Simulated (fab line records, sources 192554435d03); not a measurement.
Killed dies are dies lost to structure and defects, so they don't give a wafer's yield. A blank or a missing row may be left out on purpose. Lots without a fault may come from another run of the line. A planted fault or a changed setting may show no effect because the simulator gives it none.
fab line records | flow n5_finfet
record lots=7 wafers=21
route steps=1938 shown BEOL_M9@1431 BEOL_M10@1476 BEOL_M11@1562 BEOL_M12@1605 BEOL_M13@1685
start_h: hours from the record's first day to the start of the lot's first wafer shown | wait_h: hours since the lot's step before | " the same as in the row above | L1.1+2: a row that stands for several wafers | - no value, or no start given | * or withheld: withheld | < > ~ a bound
route shown NAME@n: a module of which the file shows steps, and the number in the route of the first | usual: mean/standard deviation of fault-free wafers | same: alike in all rows | chamber/n: place in a boat | sites: the reading at each site | _std_site: their standard deviation | _edge_site: outer sites' mean less inner sites' | radius_mm: how far each site lies from the wafer's centre | mask NAME#n: copy n | behind: the tool/chamber that last shaped the wafer | hold: why the lot was held/for how many hours/how that ended | device: the transistor (n, p or np) that didn't switch | end of line: the same wafers' tests at the end of the route | a step without rows: its recipe alone | killed: dies lost to structure and defects at the first sort, not the wafer's yield | map: a wafer's dies, x killed, . not, _ none there
set.NAME: the setting as run; set.NAME@STEP: as run at that earlier step | model.NAME: the simulator's own value behind a step, which no gauge read
lots whose settings were changed on purpose; a table a step, a row a wafer
## steps
# step N5_BEOL_M9_EXPOSE_25
# recipe mask_id=V8 na=0.33 source_shape=annular sigma_inner=0.4 sigma_outer=0.8 polarization=unpolarized dose_mj=37.25
# columns lot.wafer tool chamber start_h wait_h mask set.dose_mj
L076.1+5 euv_scanner-01 0 240.47 - V8#0 37.25
L076.3 " 0 " " V8#0 38.83
L080.2+4+6 euv_scanner-02 0 242.79 - V8#0 37.25
L078.4+5+6 euv_scanner-02 0 246.12 - V8#0 37.25
L081.4+5+6 euv_scanner-02 0 268.42 - V8#0 37.25
L084.1+4 euv_scanner-02 0 273.45 - V8#0 37.25
L084.6 " 0 " " V8#0 39.8
L086.2 euv_scanner-02 0 298.34 - V8#0 38.27
L086.5+6 " 0 " " V8#0 37.25
L092.2+3 euv_scanner-01 0 319.38 - V8#0 37.25
L092.4 " 0 " " V8#0 35.67
# step N5_BEOL_M9_PEB_26
# recipe peb_temp_c=100 peb_time_s=60 resist=CAR-EUV
# step N5_BEOL_M9_DEVELOP_27
# recipe develop_time_s=30 developer=TMAH resist=CAR-EUV rinse_liquid=surfactant_rinse dry=air_spin dev_temp_c=23
# step N5_BEOL_M9_CD_MEAS_28
# recipe target_cd_nm=70 landing_energy_ev=500 detector=se_inlens polarity=opening
# usual cd_nm=69.94/0.25
# columns lot.wafer tool chamber start_h wait_h set.dose_mj@BEOL_M9_EXPOSE_25 cd_nm
L076.1 cd_sem-03 0 240.60 - 37.25 69.91
L076.3 " 0 " " 38.83 71.56
L076.5 " 0 " " 37.25 70.41
L080.2 cd_sem-03 0 242.91 - 37.25 69.43
L080.4 " 0 " " 37.25 70.04
L080.6 " 0 " " 37.25 70.00
L078.4 cd_sem-02 0 246.24 - 37.25 69.73
L078.5 " 0 " " 37.25 69.99
L078.6 " 0 " " 37.25 69.80
L081.4 cd_sem-01 0 268.53 - 37.25 70.08
L081.5 " 0 " " 37.25 69.98
L081.6 " 0 " " 37.25 69.91
L084.1 cd_sem-03 0 273.58 - 37.25 70.14
L084.4 " 0 " " 37.25 70.32
L084.6 " 0 " " 39.8 71.63
L086.2 cd_sem-01 0 298.47 - 38.27 70.06
L086.5 " 0 " " 37.25 69.45
L086.6 " 0 " " 37.25 69.93
L092.2 cd_sem-03 0 319.51 - 37.25 70.09
L092.3 " 0 " " 37.25 69.79
L092.4 " 0 " " 35.67 68.80
# step N5_BEOL_M10_COAT_60
# recipe resist=SiARC temp_c=220 time_s=60 spin_rpm=1500 resist_thk_nm=30
# columns lot.wafer tool chamber start_h wait_h set.spin_rpm model.SiARC_of_BEOL_M10_COAT_60.thk_nm
L076.1 litho_track-05 0 - - 1421 31
L076.3 " 0 " " 1500 30
L076.5 " 0 " " 1500 30.2
L080.2+4 litho_track-01 0 - - 1443 30.6
L080.6 " 0 " " 1500 30.2
L078.4+6 litho_track-05 0 - - 1500 30
L078.5 " 0 " " 1500 29.8
L081.4+5 litho_track-01 0 - - 1646 28.6
L081.6 " 0 " " 1500 30
L084.1 litho_track-05 0 - - 1412 30.8
L084.4+6 " 0 " " 1500 29.8
L086.2+5+6 litho_track-02 0 - - 1500 30
L092.2+3+4 litho_track-05 0 - - 1500 30
# step N5_BEOL_M10_COAT_05
# recipe resist=CAR-ArF spin_rpm=1500 resist_thk_nm=90
# step N5_BEOL_M10_EBR_07
# recipe solvent=PGMEA ebr_width_mm=1.5
# step N5_BEOL_M10_DESCUM_16
# recipe chemistry=O2 time_s=7.9 source_power_w=50 bias_power_w=20 pressure_mtorr=20 rf_frequency_hz=2.712e+07 temp_c=40 resist=CAR-ArF o2_flow_sccm=225
# step N5_BEOL_M10_ETCH_61
# recipe chemistry=CF4 target=SiARC target_depth_a=390 mask_material=CAR-ArF time_s=65 ion_energy_ev=80 pressure_mtorr=40 source_w=545 bias_w=36 Ar_flow_sccm=100 cf4_flow_sccm=100 ends=cleared
# columns lot.wafer tool chamber start_h wait_h set.spin_rpm@BEOL_M10_COAT_60 model.etch.depth_nm model.CAR-ArF_of_BEOL_M10_COAT_05.thk_nm
L076.1 rie_diel-01 3 246.95 0.0 1421 30.91 54.8
L076.3 " 1 " " 1500 30.04 55.8
L076.5 " 2 " " 1500 30.16 55.8
L080.2 rie_diel-06 2 250.79 0.0 1443 30.62 55.2
L080.4 " 1 " " 1443 30.6 55.4
L080.6 " 1 " " 1500 30.11 56
L078.4 rie_diel-06 1 251.16 0.0 1500 29.95 55.6
L078.5 " 0 " " 1500 29.85 55.8
L078.6 " 3 " " 1500 29.94 55.6
L081.4 rie_diel-06 1 275.20 0.0 1646 28.63 56.8
L081.5 " 3 " " 1646 28.56 56.6
L081.6 " 2 " " 1500 30.05 55.2
L084.1 rie_diel-06 0 281.44 0.0 1412 30.82 55
L084.4 " 2 " " 1500 29.86 55.8
L084.6 " 0 " " 1500 29.86 55.6
L086.2 rie_diel-05 1 310.08 0.0 1500 30 55.8
L086.5 " 1 " " 1500 29.96 56
L086.6 " 0 " " 1500 29.95 56.2
L092.2 rie_diel-05 0 328.61 0.0 1500 29.98 55
L092.3 " 1 " " 1500 29.94 55.4
L092.4 " 1 " " 1500 29.96 55.2
# step N5_BEOL_M10_ETCH_62
# recipe chemistry=N2/H2 target=SOC target_depth_a=1100 overetch_a=220 mask_material=SiARC temp_c=40 time_s=165 ion_energy_ev=200 pressure_mtorr=30 source_w=840 bias_w=150 n2_flow_sccm=200 h2_flow_sccm=200
# columns lot.wafer tool chamber start_h wait_h set.time_s set.spin_rpm@BEOL_M10_COAT_60 model.SiARC_of_BEOL_M10_COAT_60.thk_nm
L076.1 rie_diel-01 3 247.00 0.0 196.5 1421 23
L076.3 " 1 " " 165 1500 23.4
L076.5 " 2 " " 165 1500 23.6
L080.2 rie_diel-06 2 250.84 0.0 165 1443 24.2
L080.4 " 1 " " 165 1443 24.4
L080.6 " 1 " " 199.9 1500 22.6
L078.4 rie_diel-06 1 251.21 0.0 165 1500 23.8
L078.5 " 0 " " 165 1500 23.6
L078.6 " 3 " " 165 1500 23.4
L081.4 rie_diel-06 1 275.25 0.0 144.1 1646 23.2
L081.5 " 3 " " 144.1 1646 22.8
L081.6 " 2 " " 165 1500 23.6
L084.1 rie_diel-06 0 281.49 0.0 165 1412 24.6
L084.4 " 2 " " 196.3 1500 22.2
L084.6 " 0 " " 165 1500 23.8
L086.2 rie_diel-05 1 310.13 0.0 186.7 1500 22.4
L086.5+6 " 1,0 " " 165 1500 23.2
L092.2 rie_diel-05 0 328.66 0.0 129.6 1500 24.6
L092.3 " 1 " " 165 1500 23.2
L092.4 " 1 " " 129.6 1500 24.8
# step N5_BEOL_M10_STRIP_68
# recipe chemistry=N2/H2 temp_c=40 n2_flow_sccm=200 h2_flow_sccm=200 rf_frequency_hz=6e+07
# step N5_BEOL_M10_STRIP_67
# recipe chemistry=CF4 resist=SiARC power_w=300 bias_power_w=75 pressure_mtorr=50 cf4_flow_sccm=150 rf_frequency_hz=6e+07
# step N5_BEOL_M10_HM_OPEN_17
# recipe chemistry=Cl2/BCl3 target_depth_a=200 overetch_a=60 target=TiN mask_material=SOC ion_energy_ev=150 pressure_mtorr=10 icp_w=1000 bias_w=126 Cl2_flow_sccm=53.25 bcl3_flow_sccm=21.75 Ar_flow_sccm=25
# columns lot.wafer tool chamber start_h wait_h set.time_s@BEOL_M10_ETCH_62 model.etch.depth_nm
L076.1 rie_metal-03 1 247.18 0.0 196.5 16.69
L076.3 " 1 " " 165 19.57
L076.5 " 1 " " 165 19.66
L080.2 rie_metal-01 1 251.03 0.0 165 20.34
L080.4 " 0 " " 165 20.3
L080.6 " 1 " " 199.9 16.63
L078.4 rie_metal-01 1 251.42 0.1 165 19.92
L078.5 " 1 " " 165 20.03
L078.6 " 0 " " 165 20.35
L081.4 rie_metal-01 1 275.47 0.1 144.1 20.09
L081.5 " 0 " " 144.1 20.21
L081.6 " 1 " " 165 19.79
L084.1 rie_metal-01 1 281.67 0.0 165 20.36
L084.4 " 1 " " 196.3 17.03
L084.6 " 1 " " 165 20.02
L086.2 rie_metal-03 1 310.34 0.1 186.7 17.47
L086.5 " 1 " " 165 20.26
L086.6 " 1 " " 165 19.89
L092.2 rie_metal-02 0 328.85 0.0 129.6 19.92
L092.3 " 0 " " 165 19.85
L092.4 " 1 " " 129.6 19.96
# step N5_BEOL_M11_COAT_22
# recipe resist=CAR-ArF spin_rpm=1500 resist_thk_nm=90
# columns lot.wafer tool chamber start_h wait_h set.spin_rpm model.CAR-ArF_of_BEOL_M11_COAT_22.thk_nm
L076.1 litho_track-01 0 - - 1500 90.2
L076.3+5 " 0 " " 1500 90
L080.2 litho_track-01 0 - - 1500 90
L080.4 " 0 " " 1405 92.8
L080.6 " 0 " " 1405 93.2
L078.4 litho_track-01 0 - - 1500 89.8
L078.5 " 0 " " 1500 90.2
L078.6 " 0 " " 1500 90.4
L081.4+5+6 litho_track-01 0 - - 1500 90.4
L084.1+6 litho_track-01 0 - - 1500 90.2
L084.4 " 0 " " 1436 92
L086.2 litho_track-03 0 - - 1500 90.4
L086.5 " 0 " " 1573 88.2
L086.6 " 0 " " 1500 90.2
L092.2 litho_track-01 0 - - 1500 90.6
L092.3+4 " 0 " " 1632 86.8
# step N5_BEOL_M11_PEB_26
# recipe peb_temp_c=withheld peb_time_s=60 resist=CAR-ArF
# columns lot.wafer tool chamber start_h wait_h set.peb_time_s
L076.1 litho_track-01 0 254.53 0.1 60
L076.3+5 " 0 " " 72.87
L080.2 litho_track-03 0 258.03 0.1 60
L080.4+6 " 0 " " 51.47
L078.4+5+6 litho_track-01 0 261.23 0.0 60
L081.4+5+6 litho_track-03 0 285.35 0.0 60
L084.1+6 litho_track-03 0 290.43 0.1 60
L084.4 " 0 " " 55.29
L086.2+5 litho_track-03 0 322.00 0.1 52.1
L086.6 " 0 " " 60
L092.2 litho_track-04 0 340.45 0.1 60
L092.3+4 " 0 " " 55.67
# step N5_BEOL_M11_DEVELOP_27
# recipe develop_time_s=30 developer=TMAH resist=CAR-ArF rinse_liquid=diw dry=air_spin dev_temp_c=23
# columns lot.wafer tool chamber start_h wait_h set.spin_rpm@BEOL_M11_COAT_22 model.CAR-ArF_of_BEOL_M11_COAT_22.thk_nm
L076.1 litho_track-01 0 - - 1500 88.6
L076.3 " 0 " " 1500 88.4
L076.5 " 0 " " 1500 88.2
L080.2 litho_track-03 0 - - 1500 88.2
L080.4 " 0 " " 1405 91.2
L080.6 " 0 " " 1405 91.4
L078.4 litho_track-01 0 - - 1500 88.2
L078.5 " 0 " " 1500 88.6
L078.6 " 0 " " 1500 88.8
L081.4 litho_track-03 0 - - 1500 88.6
L081.5+6 " 0 " " 1500 88.8
L084.1+6 litho_track-03 0 - - 1500 88.6
L084.4 " 0 " " 1436 90.4
L086.2 litho_track-03 0 - - 1500 88.6
L086.5 " 0 " " 1573 86.6
L086.6 " 0 " " 1500 88.4
L092.2 litho_track-04 0 - - 1500 88.8
L092.3 " 0 " " 1632 85
L092.4 " 0 " " 1632 85.2
# step N5_BEOL_M11_CD_MEAS_28
# recipe target_cd_nm=70 landing_energy_ev=500 detector=se_inlens polarity=opening
# usual cd_nm=70.1/0.94
# columns lot.wafer tool chamber start_h wait_h set.peb_time_s@BEOL_M11_PEB_26 cd_nm
L076.1 cd_sem-02 0 254.60 - 60 69.1
L076.3 " 0 " " 72.87 77.7
L076.5 " 0 " " 72.87 78.3
L080.2 cd_sem-03 0 258.10 - 60 67.7
L080.4 " 0 " " 51.47 62.2
L080.6 " 0 " " 51.47 61.0
L078.4 cd_sem-02 0 261.30 - 60 70.5
L078.5 " 0 " " 60 71.1
L078.6 " 0 " " 60 69.8
L081.4 cd_sem-02 0 285.41 - 60 70.6
L081.5 " 0 " " 60 69.2
L081.6 " 0 " " 60 70.6
L084.1 cd_sem-02 0 290.50 - 60 70.1
L084.4 " 0 " " 55.29 66.5
L084.6 " 0 " " 60 70.2
L086.2 cd_sem-02 0 322.06 - 52.1 63.1
L086.5 " 0 " " 52.1 65.3
L086.6 " 0 " " 60 69.9
L092.2 cd_sem-01 0 340.51 - 60 69.5
L092.3 " 0 " " 55.67 65.8
L092.4 " 0 " " 55.67 66.3
# step N5_BEOL_M12_COAT_04
# recipe spin_rpm=1625 resist_thk_nm=400
# columns lot.wafer tool chamber start_h wait_h set.spin_rpm model.coat_of_BEOL_M12_COAT_04.thk_nm
L076.1 litho_track-02 0 - - 1693 391.2
L076.3 " 0 " " 1625 399
L076.5 " 0 " " 1693 391.6
L080.2 litho_track-03 0 - - 1625 400.4
L080.4 " 0 " " 1695 391.6
L080.6 " 0 " " 1625 398.6
L078.4 litho_track-03 0 - - 1625 398
L078.5 " 0 " " 1625 399.8
L078.6 " 0 " " 1625 399
L081.4 litho_track-05 0 - - 1625 396
L081.5 " 0 " " 1489 416.6
L081.6 " 0 " " 1625 398.6
L084.1 litho_track-05 0 - - 1625 398.2
L084.4 " 0 " " 1625 398.8
L084.6 " 0 " " 1625 397
L086.2 litho_track-02 0 - - 1490 419.6
L086.5 " 0 " " 1490 418.6
L086.6 " 0 " " 1490 420
L092.2 litho_track-03 0 - - 1625 398.2
L092.3 " 0 " " 1690 390.2
L092.4 " 0 " " 1625 397
# step N5_BEOL_M13_EXPOSE_25
# recipe mask_id=M13 na=0.93 source_shape=conventional sigma_outer=0.4 polarization=unpolarized target_cd_nm=210 dose_mj=22
# columns lot.wafer tool chamber start_h wait_h mask set.dose_mj
L076.1+5 krf_scanner-01 0 264.87 - M13#0 23.42
L076.3 " 0 " " M13#0 22
L080.2+4+6 krf_scanner-01 0 272.44 - M13#0 22
L078.4+5+6 krf_scanner-01 0 273.04 - M13#0 22
L081.4+6 krf_scanner-02 0 303.86 - M13#0 22
L081.5 " 0 " " M13#0 23.39
L084.1+4 krf_scanner-02 0 305.17 - M13#0 22
L084.6 " 0 " " M13#0 21.15
L086.2+6 krf_scanner-02 0 338.02 - M13#0 22
L086.5 " 0 " " M13#0 23.45
L092.2+3 krf_scanner-01 0 354.85 - M13#0 23.33
L092.4 " 0 " " M13#0 22
# step N5_BEOL_M13_PEB_26
# recipe peb_temp_c=130 peb_time_s=90
# columns lot.wafer tool chamber start_h wait_h set.peb_time_s
L076.1+3+5 litho_track-04 0 264.93 0.1 90
L080.2+4 litho_track-05 0 272.49 0.0 90
L080.6 " 0 " " 109.3
L078.4+5+6 litho_track-05 0 273.08 0.0 90
L081.4 litho_track-01 0 303.90 0.0 76.58
L081.5+6 " 0 " " 90
L084.1 litho_track-04 0 305.23 0.1 90
L084.4+6 " 0 " " 108.5
L086.2+5 litho_track-05 0 338.07 0.0 90
L086.6 " 0 " " 99.13
L092.2+4 litho_track-01 0 354.91 0.0 90
L092.3 " 0 " " 106
# step N5_BEOL_M13_DEVELOP_27
# recipe develop_time_s=45 rinse_liquid=diw dry=air_spin dev_temp_c=21
# step N5_BEOL_M13_HARDBAKE_32
# recipe temp_c=130 time_s=120
# step N5_BEOL_M13_CD_MEAS_28
# recipe target_cd_nm=209.5 landing_energy_ev=500 detector=se_inlens
# usual cd_nm=209.1/1.4
# columns lot.wafer tool chamber start_h wait_h set.dose_mj@BEOL_M13_EXPOSE_25 set.peb_time_s@BEOL_M13_PEB_26 cd_nm
L076.1 cd_sem-01 0 265.04 - 23.42 90 217.8
L076.3 " 0 " " 22 90 210.0
L076.5 " 0 " " 23.42 90 216.9
L080.2 cd_sem-03 0 272.61 - 22 90 207.4
L080.4 " 0 " " 22 90 206.7
L080.6 " 0 " " 22 109.3 212.3
L078.4 cd_sem-02 0 273.19 - 22 90 208.0
L078.5 " 0 " " 22 90 208.2
L078.6 " 0 " " 22 90 207.3
L081.4 cd_sem-03 0 304.02 - 22 76.58 205.0
L081.5 " 0 " " 23.39 90 216.2
L081.6 " 0 " " 22 90 210.8
L084.1 cd_sem-03 0 305.34 - 22 90 210.1
L084.4 " 0 " " 22 108.5 213.9
L084.6 " 0 " " 21.15 108.5 211.5
L086.2 cd_sem-01 0 338.18 - 22 90 208.5
L086.5 " 0 " " 23.45 90 215.3
L086.6 " 0 " " 22 99.13 210.6
L092.2 cd_sem-03 0 355.02 - 23.33 90 214.9
L092.3 " 0 " " 23.33 106 218.2
L092.4 " 0 " " 22 90 207.3
# step N5_BEOL_M13_DESCUM_33
# recipe chemistry=O2 time_s=7.9 source_power_w=50 bias_power_w=20 pressure_mtorr=20 rf_frequency_hz=2.712e+07 temp_c=40 o2_flow_sccm=225
# columns lot.wafer tool chamber start_h wait_h set.dose_mj@BEOL_M13_EXPOSE_25 set.peb_time_s@BEOL_M13_PEB_26 model.BEOL_M13.cd_nm
L076.1 rie_diel-03 0 265.15 0.0 23.42 90 217.8
L076.3 " 3 " " 22 90 210
L076.5 " 2 " " 23.42 90 217.2
L080.2 rie_diel-02 2 272.70 0.0 22 90 207.6
L080.4 " 0 " " 22 90 206.8
L080.6 " 1 " " 22 109.3 212.2
L078.4 rie_diel-02 0 273.28 0.0 22 90 207.6
L078.5 " 1 " " 22 90 208
L078.6 " 0 " " 22 90 207.4
L081.4 rie_diel-03 2 304.10 0.0 22 76.58 205.2
L081.5 " 2 " " 23.39 90 216
L081.6 " 1 " " 22 90 210.8
L084.1 rie_diel-04 3 305.43 0.0 22 90 210.2
L084.4 " 0 " " 22 108.5 214
L084.6 " 2 " " 21.15 108.5 210.8
L086.2 rie_diel-02 2 338.31 0.1 22 90 208.6
L086.5 " 2 " " 23.45 90 215
L086.6 " 0 " " 22 99.13 210.8
L092.2 rie_diel-04 3 355.11 0.0 23.33 90 215
L092.3 " 1 " " 23.33 106 217.6
L092.4 " 2 " " 22 90 207.6
## key
split step=N5_BEOL_M9_EXPOSE_25 setting=dose_mj stated=37.25 by=wafer
response step=N5_BEOL_M9_CD_MEAS_28 reading=cd_nm change=+0.237 per=1% r=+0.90
split step=N5_BEOL_M10_COAT_60 setting=spin_rpm stated=1500 by=wafer
response step=N5_BEOL_M10_COAT_60 reading=model.SiARC_of_BEOL_M10_COAT_60.thk_nm change=-0.15 per=1% r=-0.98
response step=N5_BEOL_M10_ETCH_61 reading=model.etch.depth_nm change=-0.151 per=1% r=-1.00
response step=N5_BEOL_M10_ETCH_61 reading=model.CAR-ArF_of_BEOL_M10_COAT_05.thk_nm change=+0.155 per=1% r=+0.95
response step=N5_BEOL_M10_ETCH_62 reading=model.SiARC_of_BEOL_M10_COAT_60.thk_nm slope=-0.145 per=1% together_with=time_s@BEOL_M10_ETCH_62 explained=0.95
split step=N5_BEOL_M10_ETCH_62 setting=time_s stated=165 by=wafer
response step=N5_BEOL_M10_HM_OPEN_17 reading=model.etch.depth_nm shape=bent at_lowest=19.94 at_stated=20.03 at_highest=16.63
response step=N5_BEOL_M10_ETCH_62 reading=model.SiARC_of_BEOL_M10_COAT_60.thk_nm slope=-0.0668 per=1% together_with=spin_rpm@BEOL_M10_COAT_60 explained=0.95
split step=N5_BEOL_M11_COAT_22 setting=spin_rpm stated=1500 by=wafer
response step=N5_BEOL_M11_COAT_22 reading=model.CAR-ArF_of_BEOL_M11_COAT_22.thk_nm change=-0.441 per=1% r=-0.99
response step=N5_BEOL_M11_DEVELOP_27 reading=model.CAR-ArF_of_BEOL_M11_COAT_22.thk_nm change=-0.434 per=1% r=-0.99
split step=N5_BEOL_M11_PEB_26 setting=peb_time_s stated=60 by=wafer
response step=N5_BEOL_M11_CD_MEAS_28 reading=cd_nm change=+0.427 per=1% r=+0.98
split step=N5_BEOL_M12_COAT_04 setting=spin_rpm stated=1625 by=wafer
response step=N5_BEOL_M12_COAT_04 reading=model.coat_of_BEOL_M12_COAT_04.thk_nm change=-2.1 per=1% r=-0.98
split step=N5_BEOL_M13_EXPOSE_25 setting=dose_mj stated=22 by=wafer
response step=N5_BEOL_M13_CD_MEAS_28 reading=cd_nm slope=+1.07 per=1% together_with=peb_time_s@BEOL_M13_PEB_26 explained=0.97
response step=N5_BEOL_M13_DESCUM_33 reading=model.BEOL_M13.cd_nm slope=+1.05 per=1% together_with=peb_time_s@BEOL_M13_PEB_26 explained=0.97
split step=N5_BEOL_M13_PEB_26 setting=peb_time_s stated=90 by=wafer
response step=N5_BEOL_M13_CD_MEAS_28 reading=cd_nm slope=+0.248 per=1% together_with=dose_mj@BEOL_M13_EXPOSE_25 explained=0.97
response step=N5_BEOL_M13_DESCUM_33 reading=model.BEOL_M13.cd_nm slope=+0.228 per=1% together_with=dose_mj@BEOL_M13_EXPOSE_25 explained=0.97
